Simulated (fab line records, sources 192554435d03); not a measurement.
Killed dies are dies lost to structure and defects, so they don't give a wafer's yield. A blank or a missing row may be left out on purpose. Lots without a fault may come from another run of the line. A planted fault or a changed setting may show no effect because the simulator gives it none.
Problem report in the 8D (eight disciplines) form, filled by code | flow n5_finfet | the parts of the form that need people (team, actions taken, sign-off) are left out

1. THE PROBLEM
raw_defect_count at N5_BEOL_M6_INSPECT_58 reads a mean of 982 on 1 wafer of 1 lot; wafers without a fault read 62 with a standard deviation of 20. That is +46 standard deviations from the usual mean.
The step: inspects for defects (darkfield).
First seen on wafer L216.4, day 12 20:59, on defect_inspect-02. The record holds 30 wafers of 10 lots with a number at this step. Rule for "out", or "out of limits": more than 4 standard deviations from the usual mean. The other wafers with a number count as sound.

2. WHAT IT IS AND WHAT IT IS NOT
question                    | is                | is not
which readings at this step | raw_defect_count  | -
which lots                  | L216              | L207, L208, L210, L212, L213, L214, L217, L224, L226
which wafers of those lots  | L216.4            | L216.3, L216.6
read on which gauges        | defect_inspect-02 | defect_inspect-01
when                        | from day 12 20:59 | up to then (20 sound wafers); but 9 sound wafers of L217, L224, L226 came after

3. SUSPECTS, AND WHAT RULES EACH OUT
Counting: a tool at a process step up to the reading stays a suspect if it ran every lot that is out. Sound lots after the first of them don't rule it out here, since some wafers of a struck lot are sound.
- the gauge at N5_BEOL_M6_INSPECT_58: ruled out. All the wafers that are out were read on defect_inspect-02, but those of them that N5_PASSIVATION_PROBE_49 has rows for are out there too, on other tools.
- pvd_sputter-02 at N5_BEOL_M6_SURFACE_TREAT_79: kept. It ran the lot that is out, L216 (day 12 19:48); its last sound lot up to then is L213 (day 12 10:23).
- cmp-01 at N5_BEOL_M6_CMP_52 (polishes, stops on SiCOH lowk, t overpolish 6.9 s, target thk 80 nm): kept. It ran the lot that is out, L216 (day 12 20:37); its last sound lot up to then is L213 (day 12 11:15).
- pecvd-04 at N5_BEOL_M6_DEP_56 (deposits SiCN from 3MS/NH3, target thk 10 nm, time 17.5 s): kept. It ran the lot that is out, L216 (day 12 20:53); its last sound lot up to then is L213 (day 12 11:37).
- Within cmp-01 at N5_BEOL_M6_CMP_52: the wafers that are out ran in chamber 0; their sound lot-mates ran in chambers 1, 2.
- Within pecvd-04 at N5_BEOL_M6_DEP_56: the wafers that are out ran in chamber 2; their sound lot-mates ran in chamber 1.
Left after counting: pvd_sputter-02 at N5_BEOL_M6_SURFACE_TREAT_79, cmp-01 at N5_BEOL_M6_CMP_52, pecvd-04 at N5_BEOL_M6_DEP_56.

4. THE CAUSE (what the simulator had put in)
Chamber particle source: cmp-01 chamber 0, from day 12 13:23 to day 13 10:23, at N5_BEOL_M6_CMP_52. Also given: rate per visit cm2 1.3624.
Counting left 3 suspects, and this tool is among them.

5. THE CHAIN OF EFFECTS, in route order
Each row: a reading whose mean over the struck wafers that have a number lies more than 3 standard deviations from the usual. Only readings for which the record gives a usual standard deviation are gone through. hours: the time from each lot's start at the first step in this table that gives one to its start at this step, as a median over the lots. sigmas: the change in usual standard deviations.
hours | step                    | reading              | usual  | on struck wafers | change | sigmas
0     | N5_BEOL_M6_INSPECT_58   | raw_defect_count     | 62     | 982              | +920   | +46
2     | N5_BEOL_M7_INSPECT_13   | raw_defect_count     | 366    | 1252             | +886   | +11
92    | N5_PASSIVATION_PROBE_49 | defect_limited_yield | 91.2 % | 43.0             | -48.2  | -32
92    | N5_PASSIVATION_PROBE_49 | killed_at_M4_up      | 13     | 616              | +603   | +99 or more
92    | N5_PASSIVATION_PROBE_49 | killed_dies          | 103    | 673              | +570   | +34
92    | N5_PASSIVATION_PROBE_49 | killed_on_rim        | 14     | 77               | +63    | +14
92    | N5_PASSIVATION_PROBE_49 | sort_bin_5_function  | 5.2 %  | 37.0             | +31.8  | +34
92    | N5_PASSIVATION_PROBE_49 | sort_bin_6_memory    | 3.3 %  | 15.9             | +12.6  | +20
92    | N5_PASSIVATION_PROBE_49 | sort_n_pass          | 1077   | 507              | -570   | -34
92    | N5_PASSIVATION_PROBE_49 | sort_yield_pct       | 91.2 % | 43.0             | -48.2  | -32
The process steps in it:
- N5_PASSIVATION_PROBE_49

6. WHAT WOULD HAVE CAUGHT IT SOONER
In this record the first reading out of limits at a measuring or inspecting step was taken at day 12 20:59, 8 hours after the fault began at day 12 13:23.
Of the tool readings at N5_BEOL_M6_CMP_52 for which the record gives a usual standard deviation, none was out on any struck wafer, so an alarm limit of 4 standard deviations on them would not have fired.
All the lots that are out (1) had begun N5_BEOL_M6_CMP_52 on cmp-01 by day 12 20:59. A hold on the tool at that time would have spared none of them.
